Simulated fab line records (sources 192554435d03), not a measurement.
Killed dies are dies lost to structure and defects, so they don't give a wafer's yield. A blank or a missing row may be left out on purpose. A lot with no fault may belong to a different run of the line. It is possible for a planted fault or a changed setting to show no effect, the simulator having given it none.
fab line records | flow n5_finfet
record: lots: 4 wafers: 12 last_day: 17
route steps=1938 shown SD_EPI_P@319 SD_ACTIVATION@330 ILD0@335 SDB@347 BEOL_M4@1111
lots with no fault: from the same line, run without faults
start_h: the number of hours between the record's first day and the start of the first shown wafer of the lot | wait_h: hours elapsed since this lot's preceding step | " same as the row above | L1.1+2: one row covering several wafers at once | - no value, or no start given | * or withheld: withheld | < > ~ a bound
route shown NAME@n: names a module that has steps shown in the file, with the first one's number in the route | usual: the fault-free wafers' mean and standard deviation | same: alike in all rows | chamber/n: place in a boat | sites: per-site readings | _std_site: the standard deviation of these | _edge_site: the outer-site mean with the inner-site mean subtracted | radius_mm: how far each site lies from the wafer's centre | mask NAME#n: copy n | behind: the last tool/chamber to shape the wafer | hold: what put the lot on hold/how long, in hours/how the hold closed | device: transistor that didn't switch, given as n, p or np | end of line: the tests these same wafers got at the end of their route | a step with no rows: only its recipe | killed: dies that structure and defects cost at the first sort, which is not the same as the wafer's yield | map: a wafer's dies, marking killed ones x, the rest . and places with no die _
set.NAME: setting as actually run; set.NAME@STEP: the setting as run at that earlier step | model.NAME: the simulator's own value behind a step, which no gauge read
certain route steps with their lots: each step a table, each wafer a row
services: a tool's chamber out of use, with start hour (start_h, from the record's first day; less than 0 if before it), hours out, and reason
== steps ==
step: N5_SD_EPI_P_PRECLEAN_51
recipe: chemistry: NF3:NH3 afs_cycles: 1 temp_c: 30 time_s: 20 sublimation_temp_c: 180 sublimation_time_s: 60 pressure_torr: 3 rf_power_w: 30
step: N5_SD_EPI_P_VAPOR_ETCH_44
recipe: chemistry: NF3/Ar target: SiGe30 temp_c: 25 time_s: 3.3 mode: isotropic
step: N5_SD_EPI_P_EPI_21
recipe: material: SiGe:B dopant: B temp_c: 550 pressure_torr: 20 ambient: H2 time_s: 355
step: N5_SD_EPI_P_HM_STRIP_48
recipe: chemistry: H3PO4 temp_c: 160 material: SiNx target: SiNx target_depth_a: 30 overetch_fraction: 0.3
step: N5_SD_EPI_P_SRD_49
recipe: dry: ipa_marangoni time_s: 30 temp_c: 23 rinse_liquid: diw
step: N5_SD_EPI_P_PRECLEAN_24
recipe: chemistry: O3/DIW time_s: 45 temp_c: 22 o3_ppm: 10
step: N5_SD_EPI_P_PRECLEAN_32
recipe: chemistry: dHF time_s: 10 dilution: 500:1 temp_c: 25
step: N5_SD_EPI_P_PRECLEAN_33
recipe: chemistry: SC2 time_s: 45 temp_c: 35 mix: 1:1:50
step: N5_SD_EPI_P_SRD_25
recipe: time_s: 30 temp_c: 23 rinse_liquid: diw dry: ipa_marangoni
step: N5_SD_ACTIVATION_RTA_00
recipe: temp_c: 975 time_s: 0 ambient: N2 idle_temp_c: 600 ramp_up_c_per_s: 150 ramp_down_c_per_s: 60 cool_to_c: 600
step: N5_SD_ACTIVATION_LSA_01
recipe: temp_c: 1080 time_s: 0.0008 ambient: N2
usual: wafer_temp_C_max: 1085.0/1.4
columns lot.wafer tool chamber start_h wait_h wafer_temp_C_max
L788.2 laser_anneal-02 0 104.12 0.2 1055.1
L788.4 " 0 " " 1052.7
L788.5 " 0 " " 1054.7
L790.2 laser_anneal-02 0 115.55 0.2 1051.3
L790.5 " 0 " " 1051.9
L790.6 " 0 " " 1052.0
L801.3 laser_anneal-02 0 182.61 0.2 1085.9
L801.4 " 0 " " 1085.4
L801.5 " 0 " " 1085.9
L802.1 laser_anneal-01 0 187.25 0.2 1083.8
L802.4 " 0 " " 1083.6
L802.6 " 0 " " 1084.6
step: N5_SD_ACTIVATION_RS_MEAS_03
recipe: thk_meas_gauge: four-point-probe
usual: RS_SD_N: 21.76/0.28 RS_SD_P: 55.8/0.72
columns lot.wafer tool chamber start_h wait_h RS_SD_N[ohm/sq] RS_SD_P[ohm/sq]
L788.2 film_metro-02 - 104.31 0.2 25.37 56.3
L788.4 " - " " 25.30 57.6
L788.5 " - " " 25.40 57.1
L790.2 film_metro-01 - 115.74 0.2 25.16 56.1
L790.5 " - " " 24.98 55.9
L790.6 " - " " 25.42 56.7
L801.3 film_metro-02 - 182.81 0.2 21.82 56.1
L801.4 " - " " 22.10 56.5
L801.5 " - " " 22.22 55.8
L802.1 film_metro-02 - 187.45 0.2 21.46 55.8
L802.4 " - " " 21.40 55.2
L802.6 " - " " 21.68 56.1
step: N5_ILD0_LINER_00
recipe: material: SiNx target_thk_a: 40 temp_c: 400 ald_precursor_family: SiH2I2 ald_co_reactant: N2/H2-plasma pulse_time_s: 1 purge_time_s: 2 co_reactant_purge_time_s: 2 ald_cycles: 80 pressure_torr: 2
step: N5_ILD0_FCVD_FILL_01
recipe: material: SiO2_flowable target_thk_a: 2000 temp_c: 100 pressure_torr: 0.8 rf_w: 2000 time_s: 328.3
step: N5_ILD0_CURE_02
recipe: temp_c: 450 time_s: 1800 ambient: steam idle_temp_c: 400 ramp_up_c_per_min: 5 ramp_down_c_per_min: 3 densification_p_h2o_torr: 640
step: N5_ILD0_CMP_03
recipe: stop_on: SiNx t_overpolish_s: 1.9 post_cmp_clean: alkaline_brush down_force_psi: 4.1491 platen_rpm: 51.796 pad_velocity_m_s: 1.0306 target_thk_nm: 197.38
step: N5_ILD0_CMP_07
recipe: stop_on: poly-Si material: SiO2_flowable t_overpolish_s: 1.18 post_cmp_clean: alkaline_brush down_force_psi: 4.1491 platen_rpm: 51.796 pad_velocity_m_s: 1.0306 target_thk_nm: 138.88
step: N5_ILD0_PRECLEAN_10
recipe: chemistry: NF3:NH3 afs_cycles: 5 time_s: 20 temp_c: 30 sublimation_temp_c: 180 sublimation_time_s: 60 pressure_torr: 3 rf_power_w: 30
step: N5_ILD0_ALD_15
recipe: material: SiNx target_thk_a: 240 temp_c: 400 ald_precursor_family: SiH2I2 ald_co_reactant: N2/H2-plasma pulse_time_s: 1 ald_cycles: 480 purge_time_s: 2 co_reactant_purge_time_s: 2 pressure_torr: 2
step: N5_ILD0_CMP_12
recipe: stop_on: poly-Si material: SiNx t_overpolish_s: 6 post_cmp_clean: alkaline_brush down_force_psi: 2.5 platen_rpm: 51.8 pad_velocity_m_s: 1.0307 target_thk_nm: 17.67
step: N5_SDB_HM_DEP_00
recipe: material: SiNx target_thk_a: 400 temp_c: 400 precursor: SiH4/NH3/N2 pressure_torr: 1.5 rf_w: 300 time_s: 35.3
step: N5_SDB_COAT_03
recipe: resist: SOC temp_c: 250 time_s: 60 spin_rpm: 1500 resist_thk_nm: 100
step: N5_SDB_COAT_04
recipe: resist: SiARC temp_c: 220 time_s: 60 spin_rpm: 1500 resist_thk_nm: 18
step: N5_SDB_COAT_05
recipe: resist: CAR-ArF spin_rpm: 1500 resist_thk_nm: 90
step: N5_SDB_EBR_07
recipe: solvent: PGMEA ebr_width_mm: 1.5
step: N5_SDB_SOFTBAKE_06
recipe: temp_c: 110 time_s: 60 resist: CAR-ArF
step: N5_SDB_EXPOSE_08
recipe: mask_id: SDB na: 1.35 source_shape: conventional sigma_outer: 0.5 polarization: unpolarized dose_mj: 49.6
step: N5_SDB_PEB_09
recipe: peb_temp_c: withheld peb_time_s: 60 resist: CAR-ArF
step: N5_SDB_DEVELOP_10
recipe: develop_time_s: 30 developer: TMAH resist: CAR-ArF rinse_liquid: diw dry: air_spin dev_temp_c: 23
step: N5_SDB_DESCUM_16
recipe: chemistry: O2 time_s: 7.9 source_power_w: 50 bias_power_w: 20 pressure_mtorr: 20 rf_frequency_hz: 2.712e+07 temp_c: 40 resist: CAR-ArF o2_flow_sccm: 225
step: N5_SDB_ETCH_17
recipe: chemistry: CF4 target: SiARC target_depth_a: 234 mask_material: CAR-ArF time_s: 39 ion_energy_ev: 80 pressure_mtorr: 40 source_w: 545 bias_w: 36 Ar_flow_sccm: 100 cf4_flow_sccm: 100 ends: cleared
step: N5_BEOL_M4_RC_MEAS_101
usual: DIBL_N: 36.3/1.4 DIBL_P: 35.7/1.5 IOFF_N: 0.155/0.022 IOFF_P: 0.204/0.027 ION_N: 671/9 ION_P: 459/6.2 RC_DENSE_N: 18.9/0.32 RC_N: 15.40/0.25 REXT_N: 75.4/1.5 RS_SD_N: 28.2/0.39 SS_N: 71.5/0.54 SS_P: 73.1/0.56 VT_N: 250.2/2.6 VT_P: -251/3.3
columns lot.wafer tool chamber start_h wait_h DIBL_N[mV/V] DIBL_P[mV/V] IOFF_N[nA/um] IOFF_P[nA/um] ION_N[uA/um] ION_P[uA/um] RC_DENSE_N[ohm.um] RC_N[ohm.um] REXT_N[ohm.um] RS_SD_N[ohm/sq] SS_N[mV/dec] SS_P[mV/dec] VT_N[mV] VT_P[mV]
L788.2 prober-01 0 212.76 0.2 36.1 35.8 0.141 0.179 655 445 22.3 17.97 83.0 32.2 70.7 73.0 253.4 -255
L788.4 " 0 " " 36.1 35.8 0.136 0.179 652 448 21.6 17.57 83.0 31.9 71.2 73.4 254.5 -257
L788.5 " 0 " " 35.4 35.0 0.128 0.168 640 443 22.1 18.16 83.2 31.6 71.1 72.3 255.1 -258
L790.2 prober-01 0 232.39 0.2 35.1 34.2 0.136 0.207 651 458 22.5 18.10 82.6 32.1 71.8 72.9 249.5 -247
L790.5 " 0 " " 36.9 36.5 0.165 0.244 668 465 21.6 17.74 82.7 31.9 71.5 73.9 247.0 -247
L790.6 " 0 " " 36.7 36.2 0.163 0.235 668 464 21.6 17.65 82.0 32.2 71.5 73.9 250.1 -247
L801.3 prober-01 0 293.95 0.3 37.5 36.5 0.166 0.207 666 454 18.6 15.17 76.7 28.9 71.8 73.5 249.8 -253
L801.4 " 0 " " 38.1 36.8 0.177 0.211 662 452 18.6 15.46 77.1 28.7 72.6 73.9 250.0 -251
L801.5 " 0 " " 35.4 33.8 0.134 0.168 666 455 18.8 15.36 77.1 28.8 71.6 72.8 251.6 -254
L802.1 prober-02 0 294.09 0.0 35.7 36.3 0.154 0.220 671 460 19.1 15.53 76.3 27.9 71.2 72.6 247.2 -248
L802.4 " 0 " " 35.1 35.1 0.143 0.213 666 460 19.0 15.39 75.5 27.6 71.6 72.6 251.1 -249
L802.6 " 0 " " 36.3 36.7 0.161 0.225 665 460 19.5 15.76 76.2 27.8 71.8 73.5 249.2 -247
== services ==
columns tool chamber start_h hours kind
laser_anneal-02 - 89.24 1.5 repair
laser_anneal-01 - 109.57 1.8 pm
laser_anneal-02 - 111.39 2.2 pm
laser_anneal-01 - 138.73 10.3 repair
laser_anneal-01 - 160.80 7.8 pm
== key ==
first_sign: step: N5_SD_ACTIVATION_LSA_01 reading: wafer_temp_C_max direction: down sigmas: 22 usual: * struck: *
effect: step: N5_SD_ACTIVATION_RS_MEAS_03 reading: RS_SD_N direction: up sigmas: 13 usual: 21.76 struck: 25.27
effect: step: N5_BEOL_M4_RC_MEAS_101 reading: RC_N direction: up sigmas: 9.8 usual: 15.40 struck: 17.86
effect: step: N5_BEOL_M4_RC_MEAS_101 reading: RC_DENSE_N direction: up sigmas: 9.6 usual: 18.9 struck: 21.9
effect: step: N5_BEOL_M4_RC_MEAS_101 reading: RS_SD_N direction: up sigmas: 9.6 usual: 28.2 struck: 32.0
effect: step: N5_BEOL_M4_RC_MEAS_101 reading: REXT_N direction: up sigmas: 4.8 usual: 75.4 struck: 82.8
effect: step: N5_BEOL_M4_RC_MEAS_101 reading: ION_N direction: down sigmas: 1.7 usual: 671 struck: 656
met_at N5_SD_ACTIVATION_LSA_01
struck_wafers L788.2,L788.4,L788.5,L790.2,L790.5,L790.6
fault: kind: process_parameter_drift tool: laser_anneal-02 chamber: - onset_h: 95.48 steps: N5_SD_ACTIVATION_LSA_01 channel: temp_c offset: * shape: step end_h: 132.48 stated: *
